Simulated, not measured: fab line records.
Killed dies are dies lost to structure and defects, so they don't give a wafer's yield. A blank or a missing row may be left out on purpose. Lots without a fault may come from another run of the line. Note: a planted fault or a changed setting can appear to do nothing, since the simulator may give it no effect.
Split-lot trial + flow n5 finfet + route with 1938 steps; 7 lots, 21 wafers read

THE SPLIT
At N5_BEOL_M0_CUTY_ETCH_63 (etches SOC in N2/H2, target depth 82.7 nm, overetch 16.5 nm, time 124 s), the setting source w was moved away from the recipe's 840 W on 6 of the 21 wafers read, by -13.5% to +6.3%. The other wafers ran this setting at the recipe's value.

The split's own step is where the reading is taken.

THE READING
rf vpp V, in V, at N5_BEOL_M0_CUTY_ETCH_63 (etches SOC in N2/H2, target depth 82.7 nm, overetch 16.5 nm, time 124 s). Fault-free wafers of this fab line usually give 523.8 V, standard deviation 2.1 V.

| wafer  | tool, chamber at the split | source w as run, W | against the recipe | rf vpp V, V | against lot-mates on the recipe |
|--------|----------------------------|--------------------|--------------------|-------------|---------------------------------|
| L075.1 | rie diel-04, 3             | 840                | recipe             | 525.7       | -                               |
| L075.4 | rie diel-04, 2             | 840                | recipe             | 524.4       | -                               |
| L075.6 | rie diel-04, 2             | 840                | recipe             | 522.6       | -                               |
| L077.1 | rie diel-04, 2             | 726.4              | -13.5%             | 549.4       | +23.8                           |
| L077.4 | rie diel-04, 2             | 726.4              | -13.5%             | 549.7       | +24.1                           |
| L077.5 | rie diel-04, 3             | 840                | recipe             | 525.6       | -                               |
| L084.2 | rie diel-04, 3             | 840                | recipe             | 528.7       | -                               |
| L084.4 | rie diel-04, 2             | 840                | recipe             | 523.9       | -                               |
| L084.6 | rie diel-04, 1             | 840                | recipe             | 524.0       | -                               |
| L090.1 | rie diel-01, 3             | 840                | recipe             | 521.4       | -                               |
| L090.4 | rie diel-01, 1             | 840                | recipe             | 527.2       | -                               |
| L090.5 | rie diel-01, 0             | 785.2              | -6.5%              | 535.3       | +11.0                           |
| L092.2 | rie diel-04, 0             | 789.9              | -6.0%              | 533.9       | +10.5                           |
| L092.3 | rie diel-04, 2             | 840                | recipe             | 523.4       | -                               |
| L092.5 | rie diel-04, 3             | 789.9              | -6.0%              | 535.4       | +12.0                           |
| L095.2 | rie diel-04, 2             | 840                | recipe             | 522.9       | -                               |
| L095.3 | rie diel-04, 3             | 840                | recipe             | 525.7       | -                               |
| L095.6 | rie diel-04, 2             | 892.6              | +6.3%              | 512.5       | -11.8                           |
| L097.3 | rie diel-01, 0             | 840                | recipe             | 524.0       | -                               |
| L097.4 | rie diel-01, 1             | 840                | recipe             | 526.1       | -                               |
| L097.6 | rie diel-01, 3             | 840                | recipe             | 522.1       | -                               |

FIT RESULTS
A straight line over all 21 wafers: rf vpp V changes by -1.83 V for each +1% of source w; r = -0.98; the points scatter about the line by 1.8 V.
The same after taking each lot's own level away (the mean of its wafers on the recipe; 21 wafers): -1.79 V for each +1%; r = -0.98; scatter 1.6 V.
That fit puts the effect of the largest move of source w on the reading at 24 V.
Across the lots, their own levels run from 523.40 to 525.60 V, a range of 1.0 times the standard deviation given above.
Hence the lot-to-lot level has little effect on the slope; both slopes agree.
Check: +24.4 V against its lot-mates is what the line predicts for one of the wafers moved furthest among these (-13.5%) when that wafer is left out of the fit. Against them it came out at +23.8 V.
Tool readings at the split's step, against how far the setting was moved: rf vpp V r = -0.98.

THE OTHER SPLITS THESE WAFERS WENT THROUGH
Note: prior to the reading, these wafers also went through further splits. Each is held against what the fit with the lots' levels taken away leaves over:
| other split on the same wafers   | wafers away from the commonest value | r with rf vpp V (lot level and that fit taken away) |
|----------------------------------|--------------------------------------|-----------------------------------------------------|
| N5_BEOL_M0_SAQP_COAT_08 spin rpm | 8                                    | +0.18                                               |

FILE'S OWN FIT
rf vpp V changes by -1.78 V for each +1% of source w, r = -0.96.
